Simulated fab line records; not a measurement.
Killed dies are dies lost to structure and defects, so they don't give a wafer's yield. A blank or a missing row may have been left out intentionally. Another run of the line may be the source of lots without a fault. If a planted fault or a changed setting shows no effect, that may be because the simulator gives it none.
fab line records	flow n5_finfet
record: lots: 24	wafers: 72	last_day: 19
route steps=1938 shown HKMG_FIN@388 GATE_CUT@488
lots that met no fault: taken from a fault-free run of the same line
start_h: hours from the record's first day to the start of the lot's first wafer shown	wait_h: hours since the lot's step before	" unchanged from the row above	L1.1+2: one row covering several wafers at once	- either no value or no given start	* or withheld: withheld	< > ~ a bound
route shown NAME@n: names a module that has steps shown in the file, with the first one's number in the route	usual: mean/standard deviation taken from wafers without a fault	same: alike in all rows	chamber/n: place in a boat	sites: readings site by site	_std_site: how widely they spread, as a standard deviation	_edge_site: mean of outer sites minus mean of inner sites	radius_mm: for every site, how far away it sits from the centre of the wafer	mask NAME#n: copy n	behind: the most recent tool/chamber to have shaped the wafer	hold: why the lot was held/for how many hours/how that ended	device: transistor that didn't switch, given as n, p or np	end of line: at the end of the route, the tests of the same wafers	a step with no rows: only its recipe	killed: not the wafer's yield, but the dies lost to structure and defects at the first sort	map: dies across one wafer; x = killed, . = not, _ = none there
set.NAME: the setting as run; set.NAME@STEP: as run at that earlier step	model.NAME: the simulator's own value behind a step, which no gauge read
one table for each step of the route and one row for each wafer, over a sample of lots
services: a tool's chamber out of use, with start hour (start_h, from the record's first day; less than 0 if before it), hours out, and reason
== steps ==
step: N5_HKMG_FIN_ALD_74
recipe: material: La2O3	target_thk_a: 5	temp_c: 250	ald_precursor_family: La-Cp	ald_co_reactant: O3	pulse_time_s: 6	co_reactant_pulse_time_s: 1	purge_time_s: 3	co_reactant_purge_time_s: 3
usual: heater_power_outer_w: 187/22	heater_power_w: 347/36	precursor_pulse_height_rel: 0.998/0.021
lot.wafer	tool	chamber	start_h	wait_h	heater_power_outer_w	heater_power_w	precursor_pulse_height_rel
L074.2	ald_hk-02	3	74.45	0.2	233	439	0.991
L074.3	"	0	"	"	183	344	0.991
L074.5	"	0	"	"	178	354	1.012
L075.3	ald_hk-02	1	76.93	0.1	162	317	0.991
L075.4	"	3	"	"	228	435	0.997
L075.6	"	0	"	"	190	349	1.002
L076.1	ald_hk-01	3	84.50	0.2	161	300	1.012
L076.2	"	0	"	"	156	301	0.993
L076.6	"	2	"	"	172	305	0.973
L077.3	ald_hk-03	1	89.39	0.1	181	350	0.983
L077.4	"	0	"	"	204	374	1.016
L077.5	"	1	"	"	180	346	1.025
L078.1	ald_hk-03	3	94.87	0.2	212	380	1.014
L078.2	"	0	"	"	209	374	1.030
L078.4	"	1	"	"	181	342	0.988
L079.1	ald_hk-02	3	100.99	0.2	229	442	0.983
L079.3	"	2	"	"	203	353	0.983
L079.6	"	1	"	"	159	315	0.989
L080.1	ald_hk-01	1	106.27	0.2	188	357	1.000
L080.2	"	3	"	"	163	297	1.007
L080.6	"	0	"	"	161	300	1.017
L081.1	ald_hk-01	2	117.35	0.2	167	312	1.024
L081.4	"	1	"	"	184	347	0.959
L081.6	"	0	"	"	157	307	1.031
L082.2	ald_hk-01	0	123.16	0.2	158	305	1.000
L082.4	"	2	"	"	170	308	0.997
L082.5	"	0	"	"	162	311	0.985
L083.2	ald_hk-03	0	126.41	0.2	203	368	1.025
L083.3	"	2	"	"	188	356	1.032
L083.4	"	3	"	"	216	383	0.963
L084.4	ald_hk-02	2	135.65	0.1	203	353	0.954
L084.5	"	1	"	"	157	319	1.004
L084.6	"	2	"	"	205	351	0.979
L085.3	ald_hk-01	2	136.15	0.1	168	314	0.985
L085.4	"	0	"	"	158	297	0.987
L085.5	"	1	"	"	189	343	1.008
L086.1	ald_hk-03	0	142.79	0.2	210	390	1.034
L086.3	"	1	"	"	183	350	1.017
L086.5	"	2	"	"	196	365	1.005
L087.3	ald_hk-02	1	150.18	0.1	156	322	1.022
L087.4	"	0	"	"	179	350	1.015
L087.6	"	2	"	"	203	368	0.980
L088.1	ald_hk-03	2	154.68	0.2	192	359	1.020
L088.3	"	3	"	"	215	376	0.996
L088.4	"	0	"	"	207	377	1.026
L089.1	ald_hk-03	3	160.72	0.3	214	387	1.014
L089.2	"	0	"	"	207	381	1.009
L089.6	"	3	"	"	219	385	1.009
L090.1	ald_hk-01	2	167.41	0.2	167	311	1.010
L090.2	"	0	"	"	160	311	1.006
L090.4	"	3	"	"	165	297	1.046
L091.4	ald_hk-01	3	172.19	0.1	166	299	0.994
L091.5	"	1	"	"	185	344	0.990
L091.6	"	2	"	"	168	319	1.009
L092.1	ald_hk-02	0	178.03	0.2	184	339	1.014
L092.3	"	1	"	"	156	313	0.988
L092.4	"	2	"	"	203	357	0.963
L093.1	ald_hk-03	0	183.98	0.2	209	371	1.002
L093.2	"	3	"	"	216	392	0.997
L093.5	"	1	"	"	183	343	0.998
L094.1	ald_hk-03	3	191.25	0.2	217	382	0.999
L094.3	"	2	"	"	192	357	0.994
L094.5	"	3	"	"	219	380	0.998
L095.4	ald_hk-01	3	201.95	0.1	159	297	1.029
L095.5	"	0	"	"	164	313	0.995
L095.6	"	1	"	"	187	353	1.008
L096.3	ald_hk-01	3	202.81	0.1	163	303	0.994
L096.5	"	0	"	"	160	305	1.064
L096.6	"	3	"	"	164	293	0.995
L097.2	ald_hk-03	0	214.59	0.2	206	378	0.984
L097.3	"	3	"	"	222	381	1.016
L097.5	"	3	"	"	222	379	0.994
step: N5_HKMG_FIN_ALD_75
recipe: material: Al2O3	target_thk_a: 10	temp_c: 150	ald_precursor_family: TMA	ald_co_reactant: H2O	pulse_time_s: withheld	co_reactant_pulse_time_s: 1
usual: heater_power_outer_w: 77/9	heater_power_w: 150/15	precursor_pulse_height_rel: 1.000/0.019
lot.wafer	tool	chamber	start_h	wait_h	heater_power_outer_w	heater_power_w	precursor_pulse_height_rel
L074.2	ald_hk-02	3	74.53	0.0	96	187	1.024
L074.3	"	0	"	"	77	146	1.001
L074.5	"	0	"	"	77	154	1.020
L075.3	ald_hk-02	1	77.00	0.0	67	140	1.008
L075.4	"	3	"	"	95	187	0.979
L075.6	"	0	"	"	74	146	1.007
L076.1	ald_hk-01	3	84.58	0.0	66	131	0.981
L076.2	"	0	"	"	66	130	1.007
L076.6	"	2	"	"	70	136	1.015
L077.3	ald_hk-03	1	89.46	0.0	75	150	0.980
L077.4	"	0	"	"	87	166	0.987
L077.5	"	1	"	"	75	149	0.985
L078.1	ald_hk-03	3	94.94	0.0	90	163	0.982
L078.2	"	0	"	"	83	165	0.997
L078.4	"	1	"	"	75	152	0.986
L079.1	ald_hk-02	3	101.07	0.0	94	189	0.989
L079.3	"	2	"	"	83	153	1.001
L079.6	"	1	"	"	66	138	1.014
L080.1	ald_hk-01	1	106.34	0.0	76	150	0.992
L080.2	"	3	"	"	66	128	1.014
L080.6	"	0	"	"	64	134	1.013
L081.1	ald_hk-01	2	117.43	0.0	71	134	1.010
L081.4	"	1	"	"	78	151	1.035
L081.6	"	0	"	"	67	134	1.032
L082.2	ald_hk-01	0	123.24	0.0	68	132	0.978
L082.4	"	2	"	"	70	137	1.019
L082.5	"	0	"	"	65	133	1.007
L083.2	ald_hk-03	0	126.49	0.0	87	164	0.993
L083.3	"	2	"	"	81	156	1.033
L083.4	"	3	"	"	89	164	0.996
L084.4	ald_hk-02	2	135.73	0.0	85	152	1.011
L084.5	"	1	"	"	67	137	1.041
L084.6	"	2	"	"	84	153	0.982
L085.3	ald_hk-01	2	136.22	0.0	72	134	0.989
L085.4	"	0	"	"	67	134	0.974
L085.5	"	1	"	"	78	146	1.000
L086.1	ald_hk-03	0	142.87	0.0	88	164	0.975
L086.3	"	1	"	"	77	150	1.005
L086.5	"	2	"	"	83	154	0.982
L087.3	ald_hk-02	1	150.25	0.0	66	137	0.983
L087.4	"	0	"	"	77	150	1.021
L087.6	"	2	"	"	84	155	0.959
L088.1	ald_hk-03	2	154.75	0.0	80	151	0.987
L088.3	"	3	"	"	89	164	0.998
L088.4	"	0	"	"	88	165	0.978
L089.1	ald_hk-03	3	160.80	0.0	90	163	0.969
L089.2	"	0	"	"	87	164	0.948
L089.6	"	3	"	"	89	170	1.002
L090.1	ald_hk-01	2	167.49	0.0	69	134	0.965
L090.2	"	0	"	"	65	133	1.002
L090.4	"	3	"	"	67	129	0.988
L091.4	ald_hk-01	3	172.26	0.0	68	130	0.990
L091.5	"	1	"	"	79	151	1.041
L091.6	"	2	"	"	73	132	0.993
L092.1	ald_hk-02	0	178.10	0.0	77	150	1.023
L092.3	"	1	"	"	65	137	0.987
L092.4	"	2	"	"	84	153	1.012
L093.1	ald_hk-03	0	184.06	0.0	89	162	1.017
L093.2	"	3	"	"	89	165	1.004
L093.5	"	1	"	"	74	147	1.006
L094.1	ald_hk-03	3	191.32	0.0	88	165	0.995
L094.3	"	2	"	"	81	156	0.991
L094.5	"	3	"	"	89	167	1.039
L095.4	ald_hk-01	3	202.03	0.0	67	129	0.990
L095.5	"	0	"	"	67	130	0.972
L095.6	"	1	"	"	77	148	1.029
L096.3	ald_hk-01	3	202.89	0.0	68	128	0.991
L096.5	"	0	"	"	65	133	1.017
L096.6	"	3	"	"	67	128	0.985
L097.2	ald_hk-03	0	214.66	0.0	89	168	0.989
L097.3	"	3	"	"	91	165	1.012
L097.5	"	3	"	"	91	167	1.027
step: N5_HKMG_FIN_OVL_MEAS_50
recipe: points_per_wafer: 44
usual: NDIPOLE_OVL: 0.1/0.81
lot.wafer	tool	chamber	start_h	wait_h	NDIPOLE_OVL[nm]
L074.2	overlay-01	0	75.03	0.0	0.7
L074.3	"	0	"	"	0.9
L074.5	"	0	"	"	1.1
L075.3	overlay-02	0	77.38	0.0	-0.4
L075.4	"	0	"	"	-0.1
L075.6	"	0	"	"	1.0
L076.1	overlay-01	0	85.08	0.0	-1.2
L076.2	"	0	"	"	-0.3
L076.6	"	0	"	"	-0.7
L077.3	overlay-02	0	89.84	0.0	-0.2
L077.4	"	0	"	"	-0.2
L077.5	"	0	"	"	0.4
L078.1	overlay-02	0	95.44	0.0	-1.3
L078.2	"	0	"	"	0.6
L078.4	"	0	"	"	0.0
L079.1	overlay-01	0	101.44	0.0	-1.5
L079.3	"	0	"	"	-1.2
L079.6	"	0	"	"	0.4
L080.1	overlay-01	0	106.84	0.0	0.5
L080.2	"	0	"	"	0.4
L080.6	"	0	"	"	-0.3
L081.1	overlay-02	0	117.80	0.0	0.4
L081.4	"	0	"	"	-0.2
L081.6	"	0	"	"	-0.4
L082.2	overlay-01	0	123.61	0.0	1.5
L082.4	"	0	"	"	0.1
L082.5	"	0	"	"	1.1
L083.2	overlay-01	0	126.99	0.0	1.0
L083.3	"	0	"	"	1.4
L083.4	"	0	"	"	1.0
L084.4	overlay-02	0	136.14	0.0	-0.9
L084.5	"	0	"	"	0.1
L084.6	"	0	"	"	0.4
L085.3	overlay-02	0	136.60	0.0	-0.5
L085.4	"	0	"	"	-1.6
L085.5	"	0	"	"	-0.7
L086.1	overlay-02	0	143.24	0.0	-0.3
L086.3	"	0	"	"	-0.2
L086.5	"	0	"	"	-0.6
L087.3	overlay-02	0	150.62	0.0	-1.2
L087.4	"	0	"	"	0.4
L087.6	"	0	"	"	1.0
L088.1	overlay-01	0	155.12	0.0	1.0
L088.3	"	0	"	"	1.3
L088.4	"	0	"	"	0.2
L089.1	overlay-02	0	161.17	0.0	0.2
L089.2	"	0	"	"	-0.6
L089.6	"	0	"	"	0.4
L090.1	overlay-02	0	167.86	0.0	-0.2
L090.2	"	0	"	"	0.4
L090.4	"	0	"	"	0.6
L091.4	overlay-01	0	172.77	0.0	-0.1
L091.5	"	0	"	"	1.0
L091.6	"	0	"	"	0.1
L092.1	overlay-02	0	178.60	0.0	0.5
L092.3	"	0	"	"	1.0
L092.4	"	0	"	"	0.9
L093.1	overlay-02	0	184.43	0.0	-0.5
L093.2	"	0	"	"	-1.1
L093.5	"	0	"	"	0.8
L094.1	overlay-01	0	191.82	0.0	0.8
L094.3	"	0	"	"	-0.7
L094.5	"	0	"	"	0.0
L095.4	overlay-01	0	202.40	0.0	0.4
L095.5	"	0	"	"	-0.4
L095.6	"	0	"	"	-0.4
L096.3	overlay-01	0	203.26	0.0	1.0
L096.5	"	0	"	"	0.5
L096.6	"	0	"	"	0.8
L097.2	overlay-02	0	215.16	0.0	-0.5
L097.3	"	0	"	"	1.0
L097.5	"	0	"	"	0.1
step: N5_HKMG_FIN_STRIP_88
recipe: chemistry: N2/H2	power_w: 2500	temp_c: 300	h2_frac: 0.65	time_s: 360	pressure_mtorr: withheld	n2_flow_sccm: 1750	h2_flow_sccm: 3250
usual: drypump_motor_current_A: 5.6/0.33	heater_power_w: 457/16	n2_flow_sccm: 1750/5.1	temp_c: 300.00/0.21
lot.wafer	tool	chamber	start_h	wait_h	drypump_motor_current_A	heater_power_w	n2_flow_sccm	rf_hours_counter_h	temp_c
L074.2	plasma_asher-02	1	79.95	0.0	5.5	439	1747	37	300.56
L074.3	"	0	"	"	5.3	479	1752	-	299.99
L074.5	"	1	"	"	5.5	449	1749	-	300.45
L075.3	plasma_asher-02	1	82.52	0.1	5.5	440	1749	-	299.85
L075.4	"	0	"	"	5.3	480	1755	-	299.82
L075.6	"	0	"	"	5.3	483	1752	-	299.53
L076.1	plasma_asher-02	1	90.07	0.0	5.5	441	1744	39	300.22
L076.2	"	0	"	"	5.2	463	1750	39	299.69
L076.6	"	1	"	"	5.6	434	1756	-	300.22
L077.3	plasma_asher-02	0	95.22	0.1	5.3	472	1754	-	300.15
L077.4	"	1	"	"	5.5	442	1748	-	299.97
L077.5	"	1	"	"	5.5	439	1753	-	300.17
L078.1	plasma_asher-01	1	100.72	0.0	5.6	443	1751	93	299.92
L078.2	"	0	"	"	6.2	462	1764	93	300.43
L078.4	"	0	"	"	6.2	445	1752	-	300.57
L079.1	plasma_asher-02	0	106.82	0.0	5.3	468	1742	43	299.85
L079.3	"	0	"	"	5.3	486	1750	-	300.13
L079.6	"	0	"	"	5.3	476	1749	-	300.11
L080.1	plasma_asher-01	0	111.89	0.0	6.2	457	1758	95	300.06
L080.2	"	1	"	"	5.7	441	1741	95	300.22
L080.6	"	0	"	"	6.2	472	1755	-	299.80
L081.1	plasma_asher-01	0	122.69	0.0	6.2	472	1753	97	300.25
L081.4	"	1	"	"	5.7	446	1745	-	299.82
L081.6	"	1	"	"	5.7	450	1748	-	299.93
L082.2	plasma_asher-02	1	128.67	0.0	5.5	446	1755	45	300.20
L082.4	"	0	"	"	5.3	484	1753	-	299.92
L082.5	"	0	"	"	5.3	467	1736	-	299.88
L083.2	plasma_asher-01	1	131.86	0.0	5.7	436	1751	99	299.96
L083.3	"	1	"	"	5.7	458	1744	-	299.90
L083.4	"	0	"	"	6.2	452	1736	-	299.50
L084.4	plasma_asher-01	1	141.84	0.1	5.7	436	1756	-	300.00
L084.5	"	1	"	"	5.7	448	1764	-	299.83
L084.6	"	0	"	"	6.2	447	1754	-	299.82
L085.3	plasma_asher-02	1	142.51	0.1	5.5	443	1748	-	299.92
L085.4	"	0	"	"	5.3	489	1750	-	300.09
L085.5	"	1	"	"	5.5	445	1755	-	299.94
L086.1	plasma_asher-01	1	148.13	0.0	5.7	451	1752	103	300.04
L086.3	"	0	"	"	6.2	452	1752	-	300.06
L086.5	"	1	"	"	5.7	459	1744	-	300.13
L087.3	plasma_asher-01	0	155.69	0.1	6.2	453	1744	-	299.52
L087.4	"	1	"	"	5.7	447	1750	-	300.11
L087.6	"	0	"	"	6.2	466	1742	-	299.89
L088.1	plasma_asher-01	0	160.09	0.0	6.2	465	1746	107	300.12
L088.3	"	0	"	"	6.2	466	1755	-	300.32
L088.4	"	1	"	"	5.6	448	1756	-	299.67
L089.1	plasma_asher-02	0	166.23	0.0	5.3	471	1753	50	299.79
L089.2	"	1	"	"	5.5	434	1754	50	299.77
L089.6	"	1	"	"	5.5	451	1752	-	299.89
L090.1	plasma_asher-02	1	172.93	0.0	5.5	448	1747	51	300.26
L090.2	"	0	"	"	5.3	476	1750	51	300.08
L090.4	"	1	"	"	5.5	437	1746	-	300.32
L091.4	plasma_asher-02	0	178.19	0.1	5.3	470	1747	-	300.19
L091.5	"	1	"	"	5.5	449	1749	-	299.79
L091.6	"	0	"	"	5.3	478	1739	-	299.87
L092.1	plasma_asher-02	1	183.77	0.1	5.5	443	1760	54	300.16
L092.3	"	0	"	"	5.2	465	1747	-	299.88
L092.4	"	1	"	"	5.5	442	1754	-	300.30
L093.1	plasma_asher-02	1	189.58	0.0	5.5	448	1752	57	300.34
L093.2	"	0	"	"	5.3	470	1747	57	300.05
L093.5	"	0	"	"	5.3	476	1750	-	300.25
L094.1	plasma_asher-01	0	197.05	0.0	6.2	467	1763	113	299.84
L094.3	"	0	"	"	6.2	453	1757	-	300.15
L094.5	"	1	"	"	5.6	446	1746	-	300.12
L095.4	plasma_asher-01	0	207.70	0.1	6.2	445	1752	-	299.79
L095.5	"	0	"	"	6.2	462	1749	-	300.11
L095.6	"	1	"	"	5.7	451	1757	-	299.70
L096.3	plasma_asher-02	0	208.38	0.1	5.3	482	1743	-	300.03
L096.5	"	0	"	"	5.3	478	1749	-	299.72
L096.6	"	1	"	"	5.5	437	1751	-	300.04
L097.2	plasma_asher-02	0	220.85	0.0	5.2	483	1750	62	299.93
L097.3	"	0	"	"	5.3	481	1748	-	299.99
L097.5	"	0	"	"	5.2	462	1751	-	299.82
step: N5_HKMG_FIN_W_FILL_22
recipe: material: W	target_thk_a: 600	temp_c: 400	pressure_torr: 39.4	time_s: 18.2
usual: chamber_pressure_Torr: 39.39/0.083	heater_power_outer_w: 547/78	heater_power_w: 903/100	throttle_valve_pct: 18.8/0.4
lot.wafer	tool	chamber	start_h	wait_h	chamber_pressure_Torr	heater_power_outer_w	heater_power_w	throttle_valve_pct
L074.2	cvd_w-02	1	82.01	0.1	39.25	664	1046	18.2
L074.3	"	1	"	"	39.40	644	1041	18.0
L074.5	"	1	"	"	39.47	653	1050	18.2
L075.3	cvd_w-02	1	84.53	0.1	39.31	666	1065	18.3
L075.4	"	1	"	"	39.36	655	1069	18.0
L075.6	"	1	"	"	39.29	647	1052	18.4
L076.1	cvd_w-01	0	92.06	0.0	39.39	514	869	18.8
L076.2	"	1	"	"	39.47	459	795	19.1
L076.6	"	0	"	"	39.42	501	864	18.5
L077.3	cvd_w-01	1	97.27	0.0	39.37	468	788	19.2
L077.4	"	0	"	"	39.52	499	870	18.7
L077.5	"	1	"	"	39.30	461	788	19.0
L078.1	cvd_w-02	1	102.83	0.0	39.35	663	1032	18.4
L078.2	"	0	"	"	39.34	526	867	18.9
L078.4	"	0	"	"	39.46	516	856	18.7
L079.1	cvd_w-01	1	108.81	0.0	39.48	469	767	19.3
L079.3	"	1	"	"	39.38	466	785	19.1
L079.6	"	0	"	"	39.28	498	857	18.4
L080.1	cvd_w-02	0	114.05	0.0	39.51	521	852	18.7
L080.2	"	1	"	"	39.39	661	1034	18.2
L080.6	"	0	"	"	39.42	520	871	18.6
L081.1	cvd_w-02	1	124.67	0.0	39.31	653	1070	18.3
L081.4	"	0	"	"	39.41	517	866	18.6
L081.6	"	1	"	"	39.24	679	1033	18.3
L082.2	cvd_w-01	0	130.72	0.0	39.41	518	872	18.8
L082.4	"	1	"	"	39.41	456	794	19.2
L082.5	"	0	"	"	39.41	508	861	18.9
L083.2	cvd_w-01	0	133.85	0.0	39.31	515	867	18.8
L083.3	"	0	"	"	39.36	506	853	19.1
L083.4	"	1	"	"	39.56	461	776	19.3
L084.4	cvd_w-02	1	143.81	0.1	39.42	649	1051	18.5
L084.5	"	1	"	"	39.38	641	1068	18.3
L084.6	"	1	"	"	39.32	652	1044	18.3
L085.3	cvd_w-01	1	144.38	0.0	39.32	452	801	19.2
L085.4	"	0	"	"	39.33	506	872	19.0
L085.5	"	0	"	"	39.40	510	859	18.7
L086.1	cvd_w-02	0	150.12	0.0	39.29	525	846	18.7
L086.3	"	1	"	"	39.44	659	1098	18.4
L086.5	"	0	"	"	39.42	531	858	19.0
L087.3	cvd_w-01	1	157.59	0.0	39.41	462	764	19.2
L087.4	"	0	"	"	39.65	517	848	18.8
L087.6	"	0	"	"	39.54	507	876	18.9
L088.1	cvd_w-02	0	162.08	0.0	39.46	528	854	18.9
L088.3	"	1	"	"	39.43	657	1069	18.6
L088.4	"	0	"	"	39.48	521	854	18.8
L089.1	cvd_w-01	1	168.23	0.0	39.42	469	778	19.3
L089.2	"	0	"	"	39.41	504	851	18.8
L089.6	"	1	"	"	39.42	467	771	19.2
L090.1	cvd_w-01	0	174.92	0.0	39.41	521	868	19.2
L090.2	"	1	"	"	39.40	462	778	19.6
L090.4	"	0	"	"	39.40	510	876	18.8
L091.4	cvd_w-01	0	180.26	0.0	39.55	518	851	18.9
L091.5	"	1	"	"	39.30	472	796	19.3
L091.6	"	0	"	"	39.46	499	876	18.7
L092.1	cvd_w-02	0	185.88	0.0	39.43	533	874	19.0
L092.3	"	1	"	"	39.54	661	1024	18.5
L092.4	"	0	"	"	39.56	533	870	18.6
L093.1	cvd_w-02	0	191.57	0.0	39.39	523	860	18.7
L093.2	"	1	"	"	39.46	657	1050	18.6
L093.5	"	1	"	"	39.20	652	1067	18.6
L094.1	cvd_w-02	1	199.05	0.0	39.45	651	1047	18.3
L094.3	"	1	"	"	39.36	669	1045	18.3
L094.5	"	1	"	"	39.26	665	1041	18.2
L095.4	cvd_w-01	1	209.87	0.0	39.26	477	778	19.6
L095.5	"	1	"	"	39.51	463	791	19.1
L095.6	"	0	"	"	39.32	511	870	18.8
L096.3	cvd_w-01	0	210.31	0.0	39.35	514	838	18.8
L096.5	"	1	"	"	39.32	481	790	19.7
L096.6	"	0	"	"	39.40	509	868	18.8
L097.2	cvd_w-02	1	222.84	0.0	39.50	665	1047	18.4
L097.3	"	0	"	"	39.43	522	853	18.9
L097.5	"	0	"	"	39.46	517	872	18.7
step: N5_GATE_CUT_OVL_MEAS_14
recipe: points_per_wafer: 522
usual: GATE_CUT_OVL: -0.1/0.66
lot.wafer	tool	chamber	start_h	wait_h	GATE_CUT_OVL[nm]
L074.2	overlay-01	0	86.94	0.0	-0.5
L074.3	"	0	"	"	0.2
L074.5	"	0	"	"	-0.2
L075.3	overlay-02	0	89.15	0.0	-0.2
L075.4	"	0	"	"	0.1
L075.6	"	0	"	"	-0.1
L076.1	overlay-02	0	97.13	0.0	-0.2
L076.2	"	0	"	"	1.2
L076.6	"	0	"	"	0.0
L077.3	overlay-01	0	102.95	0.0	0.6
L077.4	"	0	"	"	0.8
L077.5	"	0	"	"	1.1
L078.1	overlay-02	0	107.39	0.0	-1.8
L078.2	"	0	"	"	-0.2
L078.4	"	0	"	"	0.4
L079.1	overlay-02	0	113.24	0.0	0.0
L079.3	"	0	"	"	0.1
L079.6	"	0	"	"	0.0
L080.1	overlay-02	0	118.99	0.0	-1.4
L080.2	"	0	"	"	-0.9
L080.6	"	0	"	"	-1.5
L081.1	overlay-01	0	129.10	0.0	-1.3
L081.4	"	0	"	"	-0.5
L081.6	"	0	"	"	-0.1
L082.2	overlay-02	0	135.83	0.0	0.3
L082.4	"	0	"	"	0.3
L082.5	"	0	"	"	0.0
L083.2	overlay-01	0	138.67	0.0	-0.5
L083.3	"	0	"	"	0.2
L083.4	"	0	"	"	0.0
L084.4	overlay-02	0	148.29	0.0	0.0
L084.5	"	0	"	"	-0.5
L084.6	"	0	"	"	0.9
L085.3	overlay-01	0	148.93	0.0	0.1
L085.4	"	0	"	"	0.1
L085.5	"	0	"	"	0.1
L086.1	overlay-01	0	154.63	0.0	0.6
L086.3	"	0	"	"	-0.5
L086.5	"	0	"	"	-0.9
L087.3	overlay-02	0	162.15	0.0	-0.7
L087.4	"	0	"	"	-0.1
L087.6	"	0	"	"	-0.5
L088.1	overlay-01	0	168.09	0.0	-0.1
L088.3	"	0	"	"	-0.5
L088.4	"	0	"	"	0.6
L089.1	overlay-02	0	173.05	0.0	-0.1
L089.2	"	0	"	"	-0.1
L089.6	"	0	"	"	0.3
L090.1	overlay-02	0	179.68	0.0	0.2
L090.2	"	0	"	"	0.4
L090.4	"	0	"	"	1.9
L091.4	overlay-01	0	185.47	0.0	1.2
L091.5	"	0	"	"	-0.7
L091.6	"	0	"	"	0.7
L092.1	overlay-01	0	191.01	0.0	-0.3
L092.3	"	0	"	"	0.2
L092.4	"	0	"	"	0.1
L093.1	overlay-01	0	196.00	0.0	0.0
L093.2	"	0	"	"	-0.4
L093.5	"	0	"	"	0.6
L094.1	overlay-01	0	203.66	0.0	-1.1
L094.3	"	0	"	"	-1.6
L094.5	"	0	"	"	-0.4
L095.4	overlay-01	0	215.20	0.0	-0.3
L095.5	"	0	"	"	0.2
L095.6	"	0	"	"	1.2
L096.3	overlay-02	0	216.38	0.0	-0.3
L096.5	"	0	"	"	0.3
L096.6	"	0	"	"	-0.4
L097.2	overlay-01	0	227.47	0.0	-1.0
L097.3	"	0	"	"	-0.6
L097.5	"	0	"	"	-0.5
== services ==
tool	chamber	start_h	hours	kind
plasma_asher-02	-	64.01	2.1	repair
cvd_w-02	0	72.63	20.9	repair
ald_hk-02	-	83.28	1.2	pm
cvd_w-01	-	88.48	0.9	repair
cvd_w-01	-	130.96	1.2	repair
cvd_w-02	0	141.70	5.5	repair
plasma_asher-02	-	146.34	14.6	repair
ald_hk-03	-	180.82	2.8	pm
plasma_asher-01	-	182.05	4.8	repair
ald_hk-01	-	193.36	0.7	repair
cvd_w-01	-	198.50	6.9	pm
ald_hk-03	-	198.90	8.7	pm
ald_hk-02	-	206.52	8.7	pm
cvd_w-02	-	208.16	3.4	repair
== key ==
fault none
